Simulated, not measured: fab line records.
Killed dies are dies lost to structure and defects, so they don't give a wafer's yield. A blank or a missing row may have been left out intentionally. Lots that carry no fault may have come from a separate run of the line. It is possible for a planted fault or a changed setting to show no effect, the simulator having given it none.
Matching of chambers ; flow n5-finfet ; N5_BEOL_M12_DESCUM_33 on rie-diel-01: 4 sister chambers
The step chemistry O2, time 7.9 s. 8 wafers are shown with their chamber, then 9 later ones without.

## EACH WAFER AND ITS CHAMBER
wafer;chamber;drypump-motor-current-A (A);throttle-valve-pct (%)
L074.6;1;5.7;19.91
L075.3;1;5.8;19.89
L085.5;0;6.4;20.34
L087.2;3;6.6;20.20
L087.5;2;5.2;20.14
L086.1;3;6.6;20.22
L086.3;0;6.3;20.34
L086.4;2;5.2;20.15

## WAFERS MISSING THEIR CHAMBER
wafer;drypump-motor-current-A (A);throttle-valve-pct (%)
L089.1;5.2;20.15
L089.5;5.2;20.16
L089.6;6.5;20.23
L091.3;6.6;20.21
L091.4;5.2;20.16
L091.6;5.7;19.94
L092.3;6.6;20.22
L092.4;6.4;20.36
L092.6;5.2;20.18

## WHICH CHAMBER EACH ONE RAN IN
wafer;from the rows above;in truth
L089.1;2;2
L089.5;2;2
L089.6;3;3
L091.3;3;3
L091.4;2;2
L091.6;1;1
L092.3;3;3
L092.4;0;0
L092.6;2;2
Placed correctly: 9 of 9. Not placeable from these rows: 0. 0 placed wrongly.
How it was worked out, from the rows above alone: a wafer's distance from a chamber is the root of the sum, over the readings, of the square of ((its reading less the chamber's mean) divided by the reading's scatter). The wafer belongs to the nearest chamber; if the next one is less than 2 further off, it can't be placed. Each chamber's mean is taken over the wafers shown for it. The scatter: take each reading less its chamber's mean, square it, sum over the shown wafers, divide by the number of wafers less the number of chambers, and take the root.
